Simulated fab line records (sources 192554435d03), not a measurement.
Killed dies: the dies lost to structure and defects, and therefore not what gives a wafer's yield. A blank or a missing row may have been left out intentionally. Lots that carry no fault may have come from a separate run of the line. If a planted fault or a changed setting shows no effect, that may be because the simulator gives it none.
fab line records    flow n5_finfet
record: lots: 9  wafers: 26  last_day: 17
route steps=1938 shown SD_EPI_P@316 SD_ACTIVATION@332 ILD0@335 BEOL_M4@1111 PASSIVATION@1936
lots that met no fault: from a run of the same line without faults
start_h: hours from the record's opening day to when the first of the lot's shown wafers began    wait_h: hours elapsed since this lot's preceding step    " the same as in the row above    L1.1+2: a row that stands for several wafers    - no value, or no start was given    * or withheld: withheld    < > ~ a bound
route shown NAME@n: a module of which the file shows steps, and the number in the route of the first    usual: the fault-free wafers' mean and standard deviation    same: alike in all rows    chamber/n: place in a boat    sites: the reading at each site    _std_site: how widely they spread, as a standard deviation    _edge_site: mean of outer sites minus mean of inner sites    radius_mm: how far each site lies from the wafer's centre    mask NAME#n: copy n    behind: the most recent tool/chamber to have shaped the wafer    hold: cause of the lot's hold/its duration in hours/its outcome    device: which transistor (n, p or np) failed to switch    end of line: tests run on the same wafers once the route is complete    a step given without rows: its recipe and nothing more    killed: at the first sort, the dies lost to defects and structure; wafer yield is something else    map: shows each die of a wafer: x if killed, . if not, _ if none is there
set.NAME: the setting as run; set.NAME@STEP: as run at that earlier step    model.NAME: the simulator's own value behind a step, which no gauge read
the route's steps for a sample of lots (tables are steps, rows are wafers)
services: a tool's chamber out of use, with start hour (start_h, from the record's first day; less than 0 if before it), hours out, and reason
== steps ==
step: N5_SD_EPI_P_STRIP_40
recipe: chemistry: N2/H2  power_w: 1000  temp_c: 250  h2_frac: 0.65  overash_fraction: 0.3  pressure_mtorr: withheld  n2_flow_sccm: 1750  h2_flow_sccm: 3250
usual: drypump_motor_current_A: 6.1/0.45  heater_power_w: 367/18  oes_product_au: 0.763/0.012  temp_c: 249.98/0.19
lot.wafer  tool             chamber  start_h  wait_h  drypump_motor_current_A  heater_power_w  oes_product_au  rf_hours_counter_h  temp_c
L786.1     plasma_asher-02  1        54.76    0.0     6.7                      373             0.782           21                  249.79
L786.6     "                1        "        "       6.7                      372             0.767           -                   249.76
L793.2     plasma_asher-02  1        96.78    0.0     6.7                      375             0.755           29                  250.14
L793.3     "                1        "        "       6.7                      366             0.765           -                   250.07
L793.4     "                0        "        "       5.7                      347             0.775           -                   250.08
L794.1     plasma_asher-02  1        103.66   0.0     6.7                      370             0.757           30                  250.02
L794.4     "                1        "        "       6.7                      369             0.758           -                   249.82
L794.5     "                1        "        "       6.7                      376             0.749           -                   249.82
L795.1     plasma_asher-01  0        109.16   0.0     5.7                      355             0.761           109                 250.11
L795.5     "                0        "        "       5.7                      356             0.752           -                   249.88
L795.6     "                1        "        "       5.8                      394             0.751           -                   250.17
L796.1     plasma_asher-01  1        117.59   0.0     5.8                      391             0.750           111                 249.69
L796.2     "                0        "        "       5.8                      355             0.762           111                 249.91
L796.4     "                0        "        "       5.8                      356             0.757           -                   250.11
L797.3     plasma_asher-01  1        126.13   0.0     5.9                      381             0.771           -                   249.92
L797.4     "                0        "        "       5.8                      356             0.782           -                   249.62
L797.5     "                0        "        "       5.7                      348             0.775           -                   249.68
L806.1     plasma_asher-02  1        175.84   0.0     6.7                      375             0.755           41                  249.78
L806.4     "                1        "        "       6.7                      366             0.753           -                   250.03
L806.5     "                1        "        "       6.7                      370             0.790           -                   250.13
L807.1     plasma_asher-02  0        181.49   0.0     5.7                      351             0.769           42                  250.16
L807.4     "                1        "        "       6.7                      370             0.743           -                   250.00
L807.6     "                1        "        "       6.7                      380             0.767           -                   249.81
L809.1     plasma_asher-01  0        195.20   0.0     5.8                      358             0.778           128                 249.91
L809.2     "                1        "        "       5.9                      400             0.743           128                 250.34
L809.5     "                1        "        "       5.8                      395             0.764           -                   250.01
step: N5_SD_EPI_P_EPI_21
recipe: material: SiGe:B  dopant: B  temp_c: 550  pressure_torr: 20  ambient: H2  time_s: 355
usual: epi_growth_time_s: 355/0
lot.wafer  tool          chamber  start_h  wait_h  epi_growth_time_s
L786.1     epi_rpcvd-01  0        55.28    0.1     355
L786.6     "             0        57.08    1.8     355
L793.2     epi_rpcvd-01  0        97.66    0.5     355
L793.3     "             0        "        "       355
L793.4     "             0        "        "       355
L794.1     epi_rpcvd-01  0        104.18   0.1     355
L794.4     "             0        105.26   1.1     355
L794.5     "             0        "        "       355
L795.1     epi_rpcvd-01  0        109.68   0.1     236.19
L795.5     "             0        111.12   1.5     236.19
L795.6     "             0        "        "       236.19
L796.1     epi_rpcvd-01  0        118.11   0.1     236.19
L796.2     "             0        "        "       236.19
L796.4     "             0        "        "       236.19
L797.3     epi_rpcvd-01  0        127.35   0.8     236.19
L797.4     "             0        "        "       236.19
L797.5     "             0        "        "       236.19
L806.1     epi_rpcvd-02  0        176.63   0.3     355
L806.4     "             0        178.55   2.0     355
L806.5     "             0        "        "       355
L807.1     epi_rpcvd-04  0        182.04   0.1     355
L807.4     "             0        183.12   1.1     355
L807.6     "             0        "        "       355
L809.1     epi_rpcvd-01  0        195.84   0.2     355
L809.2     "             0        "        "       355
L809.5     "             0        197.76   2.0     355
step: N5_SD_EPI_P_EPI_MEAS_23
recipe: mode: xrd
usual: thk_nm: 60.9/1.4
lot.wafer  tool           chamber  start_h  wait_h  thk_nm
L786.1     film_metro-01  -        57.48    1.8     62.2
L786.6     "              -        "        "       64.3
L793.2     film_metro-01  -        99.50    1.5     61.8
L793.3     "              -        "        "       63.4
L793.4     "              -        "        "       60.3
L794.1     film_metro-01  -        106.37   1.8     63.0
L794.4     "              -        "        "       61.6
L794.5     "              -        "        "       62.6
L795.1     film_metro-02  -        111.87   1.8     44.5
L795.5     "              -        "        "       45.5
L795.6     "              -        "        "       42.3
L796.1     film_metro-02  -        120.30   1.8     44.3
L796.2     "              -        "        "       45.0
L796.4     "              -        "        "       41.6
L797.3     film_metro-01  -        128.83   1.1     43.2
L797.4     "              -        "        "       42.8
L797.5     "              -        "        "       44.3
L806.1     film_metro-01  -        180.51   3.2     59.9
L806.4     "              -        "        "       61.1
L806.5     "              -        "        "       60.3
L807.1     film_metro-01  -        184.24   1.8     61.6
L807.4     "              -        "        "       59.2
L807.6     "              -        "        "       61.5
L809.1     film_metro-01  -        198.75   2.4     60.3
L809.2     "              -        "        "       63.2
L809.5     "              -        "        "       61.4
step: N5_SD_EPI_P_INSPECT_26
recipe: inspect_instrument: darkfield  mode: post_epi
usual: raw_defect_count: 190/40
lot.wafer  tool               chamber  start_h  wait_h  raw_defect_count
L786.1     defect_inspect-02  -        57.66    0.0     134
L786.6     "                  -        "        "       137
L793.2     defect_inspect-01  -        99.67    0.0     230
L793.3     "                  -        "        "       131
L793.4     "                  -        "        "       223
L794.1     defect_inspect-02  -        106.55   0.0     145
L794.4     "                  -        "        "       214
L794.5     "                  -        "        "       123
L795.1     defect_inspect-01  -        112.06   0.0     200
L795.5     "                  -        "        "       236
L795.6     "                  -        "        "       221
L796.1     defect_inspect-02  -        120.49   0.0     205
L796.2     "                  -        "        "       207
L796.4     "                  -        "        "       204
L797.3     defect_inspect-02  -        129.00   0.0     125
L797.4     "                  -        "        "       176
L797.5     "                  -        "        "       173
L806.1     defect_inspect-01  -        180.80   0.0     157
L806.4     "                  -        "        "       181
L806.5     "                  -        "        "       200
L807.1     defect_inspect-02  -        184.53   0.0     194
L807.4     "                  -        "        "       210
L807.6     "                  -        "        "       147
L809.1     defect_inspect-01  -        198.93   0.0     188
L809.2     "                  -        "        "       158
L809.5     "                  -        "        "       211
step: N5_SD_ACTIVATION_RS_MEAS_03
recipe: thk_meas_gauge: four-point-probe
usual: RS_SD_N: 21.93/0.28  RS_SD_P: 56.3/0.9
lot.wafer  tool           chamber  start_h  wait_h  RS_SD_N[ohm/sq]  RS_SD_P[ohm/sq]
L786.1     film_metro-02  -        58.11    0.2     21.61            55.4
L786.6     "              -        "        "       21.48            54.7
L793.2     film_metro-01  -        100.12   0.2     22.02            55.9
L793.3     "              -        "        "       21.85            56.2
L793.4     "              -        "        "       21.93            56.8
L794.1     film_metro-01  -        106.98   0.2     21.80            55.5
L794.4     "              -        "        "       22.00            54.8
L794.5     "              -        "        "       21.68            55.3
L795.1     film_metro-01  -        112.49   0.2     22.36            78.9
L795.5     "              -        "        "       22.25            77.4
L795.6     "              -        "        "       21.97            79.1
L796.1     film_metro-02  -        120.92   0.2     21.70            79.3
L796.2     "              -        "        "       21.74            79.5
L796.4     "              -        "        "       21.77            79.3
L797.3     film_metro-01  -        129.47   0.2     21.73            79.6
L797.4     "              -        "        "       21.75            79.3
L797.5     "              -        "        "       21.86            79.2
L806.1     film_metro-02  -        181.33   0.2     21.41            56.8
L806.4     "              -        "        "       21.54            56.9
L806.5     "              -        "        "       21.60            56.2
L807.1     film_metro-01  -        184.96   0.2     22.06            54.9
L807.4     "              -        "        "       22.11            56.3
L807.6     "              -        "        "       21.90            55.8
L809.1     film_metro-02  -        199.36   0.2     22.63            55.5
L809.2     "              -        "        "       22.83            54.3
L809.5     "              -        "        "       22.51            56.1
step: N5_ILD0_LINER_00
recipe: material: SiNx  target_thk_a: 40  temp_c: 400  ald_precursor_family: SiH2I2  ald_co_reactant: N2/H2-plasma  pulse_time_s: 1  purge_time_s: 2  co_reactant_purge_time_s: 2  ald_cycles: 80  pressure_torr: 2
usual: heater_power_w: 888/78  precursor_pulse_height_rel: 1.002/0.019
lot.wafer  tool        chamber  start_h  wait_h  heater_power_w  precursor_pulse_height_rel
L786.1     ald_sin-02  1        58.46    0.0     860             1.035
L786.6     "           1        "        "       854             0.983
L793.2     ald_sin-01  1        100.54   0.1     880             0.946
L793.3     "           0        "        "       876             1.022
L793.4     "           0        "        "       897             0.989
L794.1     ald_sin-02  0        107.33   0.0     1029            0.992
L794.4     "           1        "        "       859             1.007
L794.5     "           1        "        "       852             0.999
L795.1     ald_sin-03  1        112.93   0.1     756             1.001
L795.5     "           0        "        "       936             0.976
L795.6     "           1        "        "       758             1.016
L796.1     ald_sin-02  2        121.28   0.0     852             1.029
L796.2     "           0        "        "       1023            0.980
L796.4     "           1        "        "       873             0.963
L797.3     ald_sin-03  3        130.03   0.3     909             0.974
L797.4     "           2        "        "       959             1.010
L797.5     "           2        "        "       960             1.007
L806.1     ald_sin-01  2        182.17   0.5     785             0.977
L806.4     "           3        "        "       907             0.995
L806.5     "           3        "        "       900             0.978
L807.1     ald_sin-03  1        185.67   0.4     765             1.016
L807.4     "           3        "        "       904             0.978
L807.6     "           2        "        "       955             1.004
L809.1     ald_sin-03  2        199.72   0.0     972             1.009
L809.2     "           3        "        "       882             1.035
L809.5     "           2        "        "       960             0.981
step: N5_BEOL_M4_RC_MEAS_101
usual: DIBL_N: 36.2/1.7  DIBL_P: 36.6/1.9  IOFF_N: 0.16/0.032  IOFF_P: 0.21/0.037  ION_N: 675/12  ION_P: 460/8.1  REXT_P: 100.3/2.6  RS_SD_P: 66.1/1.3  SS_N: 71.4/0.58  SS_P: 73.4/0.64  VT_N: 249/3.2  VT_P: -252/3.4  VT_P_LVT: -98/3.2
lot.wafer  tool       chamber  start_h  wait_h  DIBL_N[mV/V]  DIBL_P[mV/V]  IOFF_N[nA/um]  IOFF_P[nA/um]  ION_N[uA/um]  ION_P[uA/um]  REXT_P[ohm.um]  RS_SD_P[ohm/sq]  SS_N[mV/dec]  SS_P[mV/dec]  VT_N[mV]  VT_P[mV]  VT_P_LVT[mV]
L786.1     prober-02  0        166.74   0.0     39.2          38.4          0.20           0.22           673           452           97.3            64.8             72.1          73.8          246       -252      -95
L786.6     "          0        "        "       36.3          35.2          0.15           0.18           674           459           96.3            62.9             70.1          73.3          248       -252      -97
L794.1     prober-01  0        203.10   0.0     39.4          39.6          0.27           0.30           700           471           101.5           64.3             72.8          74.4          242       -245      -92
L794.4     "          0        "        "       39.1          39.7          0.25           0.30           697           473           100.2           64.4             71.7          74.9          241       -244      -92
L794.5     "          0        "        "       38.0          38.2          0.23           0.27           697           471           102.4           65.1             71.8          73.8          242       -250      -93
L793.2     prober-02  0        203.56   0.2     36.8          38.0          0.17           0.21           669           454           100.3           66.0             72.3          73.7          248       -254      -97
L793.3     "          0        "        "       35.1          37.1          0.14           0.18           669           451           98.1            65.6             71.1          72.7          251       -251      -99
L793.4     "          0        "        "       36.4          37.7          0.16           0.20           672           450           100.2           66.6             71.1          73.2          246       -253      -97
L795.1     prober-02  0        208.18   0.0     35.6          37.5          0.16           0.14           684           437           120.9           92.5             71.6          73.1          248       -260      -108
L795.5     "          0        "        "       33.9          35.1          0.12           0.12           671           429           122.0           91.0             71.2          73.2          253       -264      -112
L795.6     "          0        "        "       34.7          36.4          0.14           0.13           676           437           119.3           94.1             71.1          73.2          249       -263      -111
L796.1     prober-02  0        226.69   0.0     38.8          42.4          0.20           0.20           688           447           114.8           93.8             71.6          74.6          245       -260      -109
L796.2     "          0        "        "       34.4          36.6          0.12           0.13           658           428           116.1           94.0             70.9          72.6          252       -266      -116
L796.4     "          0        "        "       37.4          40.1          0.18           0.17           693           438           114.5           93.4             71.7          73.9          247       -263      -111
L797.3     prober-01  0        242.82   0.3     34.7          36.7          0.14           0.15           669           435           116.1           93.6             70.6          72.9          253       -261      -109
L797.4     "          0        "        "       34.1          36.8          0.14           0.16           676           433           113.2           93.1             70.5          72.9          250       -257      -108
L797.5     "          0        "        "       33.1          35.5          0.11           0.14           649           429           114.0           92.9             70.7          73.4          256       -261      -111
L806.1     prober-02  0        286.74   0.0     36.8          36.1          0.13           0.19           656           448           95.8            66.3             71.4          72.4          253       -255      -100
L806.4     "          0        "        "       36.7          35.8          0.15           0.18           683           457           95.7            66.6             71.7          72.7          252       -256      -102
L806.5     "          0        "        "       37.9          37.3          0.15           0.20           671           461           96.3            66.3             71.1          73.7          250       -252      -100
L807.1     prober-02  0        290.30   0.0     36.0          35.2          0.16           0.22           677           469           98.1            64.4             70.8          73.1          249       -249      -94
L807.4     "          0        "        "       37.7          37.2          0.18           0.24           697           471           98.9            66.0             71.9          73.8          247       -246      -93
L807.6     "          0        "        "       37.8          37.0          0.19           0.25           692           472           97.5            65.4             71.6          73.7          248       -247      -92
L809.1     prober-02  0        296.75   0.0     37.0          35.9          0.16           0.21           680           465           103.5           64.9             71.2          72.9          249       -253      -101
L809.2     "          0        "        "       35.7          34.2          0.13           0.19           666           460           101.4           63.6             69.8          72.2          254       -250      -100
L809.5     "          0        "        "       37.2          37.3          0.17           0.23           684           469           103.4           65.2             71.0          73.9          249       -247      -98
step: N5_PASSIVATION_PROBE_49
usual: defect_limited_yield: 91.3/1.5  killed_at_M0_to_M3: 35/10  killed_at_M4_up: 12/4.6  killed_at_contacts: 13/6.6  killed_at_front_end: 39/11  killed_at_other: 4/3.4  killed_dies: 103/17  killed_open: 67/13  killed_short: 35/8.2  sort_bin_5_function: 5.1/0.94  sort_bin_6_memory: 3.2/0.7  sort_bin_8_speed: 0.00/0.03  sort_n_pass: 1077/17  sort_yield_pct: 91.3/1.5
same: gross_dies: 1180  killed_at_back_side: 0  sort_bin_4_leakage[%]: 0
lot.wafer  tool       chamber  start_h  wait_h  defect_limited_yield[%]  killed_at_M0_to_M3  killed_at_M4_up  killed_at_contacts  killed_at_front_end  killed_at_other  killed_dies  killed_open  killed_short  sort_bin_5_function[%]  sort_bin_6_memory[%]  sort_bin_8_speed[%]  sort_n_pass  sort_yield_pct[%]
L795.1     prober-02  -        306.82   0.0     92.8                     16                  21               14                  32                   2                85           60           24            4.7                     2.4                   1.95                 1072         90.8
L795.5     prober-02  -        307.02   0.2     90.9                     27                  30               19                  27                   4                107          70           37            5.3                     3.4                   36.78                639          54.2
L795.6     prober-02  -        307.07   0.3     89.2                     33                  23               26                  45                   0                127          92           34            6.1                     4.3                   7.37                 966          81.9
L796.1     prober-01  -        326.39   0.0     89.3                     43                  11               12                  56                   4                126          75           49            6.4                     3.6                   0                    1054         89.3
L796.2     prober-01  -        326.44   0.1     88.9                     44                  8                30                  43                   6                131          82           43            6.4                     4.2                   38.56                594          50.3
L796.4     prober-01  -        326.54   0.2     91.1                     27                  13               18                  45                   2                105          76           28            4.8                     3.8                   0                    1075         91.1
L797.3     prober-02  -        345.66   0.1     92.6                     18                  11               16                  38                   4                87           47           39            3.6                     3.1                   8.56                 992          84.1
L797.4     prober-02  -        345.71   0.2     93.1                     32                  12               20                  17                   1                82           55           26            4.2                     2.7                   0.17                 1096         92.9
L797.5     prober-02  -        345.76   0.2     93.1                     30                  6                15                  27                   3                81           52           28            4.2                     2.6                   43.98                580          49.2
killed by level:class
L795.1 FIN_SAQP:geometric_particle:open=12 MOL_CONTACT_COAG:geometric_particle:open=11 BEOL_M4:geometric_particle:open=11 BEOL_M3:geometric_particle:open=5 GATE_CUT:geometric_particle:short=4 BEOL_M1:geometric_particle:open=4 BEOL_M5:geometric_particle:short=4 FIN_SAQP:geometric_particle:short=3
L795.5 BEOL_M4:geometric_particle:open=19 MOL_CONTACT_COAG:geometric_particle:open=14 BEOL_M0_SAQP:geometric_particle:short=8 BEOL_M3:geometric_particle:open=7 DUMMY_GATE:geometric_particle:open=6 STI_FIN_REVEAL:geometric_particle:open=5 DUMMY_GATE:geometric_particle:short=5 MOL_CONTACT_COAG:geometric_particle:short=5
L795.6 MOL_CONTACT_COAG:geometric_particle:open=21 FIN_SAQP:geometric_particle:open=13 BEOL_M0_SAQP:geometric_particle:open=10 BEOL_M3:geometric_particle:open=9 FIN_SAQP:geometric_particle:short=8 BEOL_M4:geometric_particle:open=8 BEOL_M1:geometric_particle:open=6 STI_FIN_REVEAL:geometric_particle:open=5
L796.1 DUMMY_GATE:geometric_particle:open=14 FIN_SAQP:geometric_particle:short=10 MOL_CONTACT_COAG:geometric_particle:open=9 BEOL_M0_SAQP:geometric_particle:open=7 GATE_CUT:geometric_particle:short=7 BEOL_M0_SAQP:geometric_particle:short=7 BEOL_M3:geometric_particle:open=6 BEOL_M3:geometric_particle:short=6
L796.2 MOL_CONTACT_COAG:geometric_particle:open=26 BEOL_M2:geometric_particle:open=12 FIN_SAQP:geometric_particle:short=8 BEOL_M0_SAQP:geometric_particle:short=7 FIN_SAQP:geometric_particle:open=6 DUMMY_GATE:geometric_particle:open=6 ILD0:geometric_particle:short=6 BEOL_M0_SAQP:geometric_particle:open=5
L796.4 FIN_SAQP:geometric_particle:open=19 MOL_CONTACT_COAG:geometric_particle:open=11 DUMMY_GATE:geometric_particle:open=10 BEOL_M1:geometric_particle:open=9 MOL_CONTACT_COAG:geometric_particle:short=7 FIN_SAQP:geometric_particle:short=6 BEOL_M0:geometric_particle:open=6 STI_FIN_REVEAL:geometric_particle:open=5
L797.3 MOL_CONTACT_COAG:geometric_particle:open=12 STI_FIN_REVEAL:geometric_particle:open=8 BEOL_M3:geometric_particle:open=8 FIN_SAQP:geometric_particle:short=7 GATE_CUT:geometric_particle:short=5 STARTING-WAFER:geometric_particle:short=5 MOL_CONTACT_COAG:geometric_particle:short=4 BEOL_M4:geometric_particle:open=4
L797.4 MOL_CONTACT_COAG:geometric_particle:open=17 BEOL_M0_SAQP:geometric_particle:open=11 BEOL_M0_SAQP:geometric_particle:short=5 BEOL_M3:geometric_particle:short=5 BEOL_M3:geometric_particle:open=5 STARTING-WAFER:geometric_particle:short=5 GATE_CUT:geometric_particle:short=3 MOL_CONTACT_COAG:geometric_particle:short=3
L797.5 MOL_CONTACT_COAG:geometric_particle:open=11 BEOL_M0_SAQP:geometric_particle:open=10 BEOL_M3:geometric_particle:open=8 BEOL_M0_SAQP:geometric_particle:short=7 FIN_SAQP:geometric_particle:open=6 FIN_SAQP:geometric_particle:short=4 ILD0:geometric_particle:open=4 MOL_CONTACT_COAG:geometric_particle:short=4
== services ==
tool             chamber  start_h  hours  kind
epi_rpcvd-04     -        35.98    1.0    repair
ald_sin-03       0        42.96    6.5    repair
plasma_asher-02  -        75.13    2.3    repair
ald_sin-03       -        80.58    2.8    pm
ald_sin-01       2        91.42    7.6    repair
epi_rpcvd-02     -        125.46   3.7    repair
plasma_asher-02  -        127.36   15.6   pm
epi_rpcvd-01     -        154.60   2.8    pm
epi_rpcvd-01     -        169.32   14.6   pm
plasma_asher-02  -        169.49   2.8    pm
ald_sin-02       -        176.75   14.0   pm
ald_sin-02       0        176.75   14.0   vent_cycle
ald_sin-02       1        176.75   14.0   vent_cycle
ald_sin-02       2        176.75   14.0   vent_cycle
ald_sin-02       3        176.75   14.0   vent_cycle
ald_sin-03       -        179.52   6.0    pm
epi_rpcvd-01     -        183.92   6.0    pm
ald_sin-03       0        187.35   3.2    repair
ald_sin-02       0        190.75   -      clean
ald_sin-02       1        190.75   -      clean
ald_sin-02       2        190.75   -      clean
ald_sin-02       3        190.75   -      clean
== key ==
first_sign: step: N5_SD_EPI_P_EPI_21  reading: epi_growth_time_s  direction: down  sigmas: 99+  usual: *  struck: *
effect: step: N5_SD_EPI_P_EPI_MEAS_23  reading: thk_nm  direction: down  sigmas: 12  usual: *  struck: *
effect: step: N5_SD_ACTIVATION_RS_MEAS_03  reading: RS_SD_P  direction: up  sigmas: 25  usual: 56.3  struck: 79.1
effect: step: N5_BEOL_M4_RC_MEAS_101  reading: RS_SD_P  direction: up  sigmas: 22  usual: 66.1  struck: 93.2
effect: step: N5_BEOL_M4_RC_MEAS_101  reading: REXT_P  direction: up  sigmas: 6.3  usual: 100.3  struck: 116.8
effect: step: N5_BEOL_M4_RC_MEAS_101  reading: VT_P_LVT  direction: down  sigmas: 3.7  usual: -98  struck: -110
effect: step: N5_BEOL_M4_RC_MEAS_101  reading: ION_P  direction: down  sigmas: 3.2  usual: 460  struck: 435
effect: step: N5_BEOL_M4_RC_MEAS_101  reading: VT_P  direction: down  sigmas: 3  usual: -252  struck: -262
effect: step: N5_BEOL_M4_RC_MEAS_101  reading: IOFF_P  direction: down  sigmas: 1.5  usual: 0.21  struck: 0.15
effect: step: N5_PASSIVATION_PROBE_49  reading: sort_bin_8_speed  direction: up  sigmas: 99+  usual: 0.00  struck: 15.26  wafers_moved: 7
met_at N5_SD_EPI_P_EPI_21
struck_lots L795,L796,L797
not_acting_at N5_SD_EPI_P_STRIP_40,N5_SD_EPI_P_INSPECT_26,N5_ILD0_LINER_00
onset_between 104.18 109.68
fault: kind: process_parameter_drift  tool: epi_rpcvd-01  chamber: -  onset_h: 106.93  steps: N5_SD_EPI_P_EPI_21  channel: epi_growth_time_s  offset: *  shape: step  end_h: 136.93  acts_in: *  stated: *
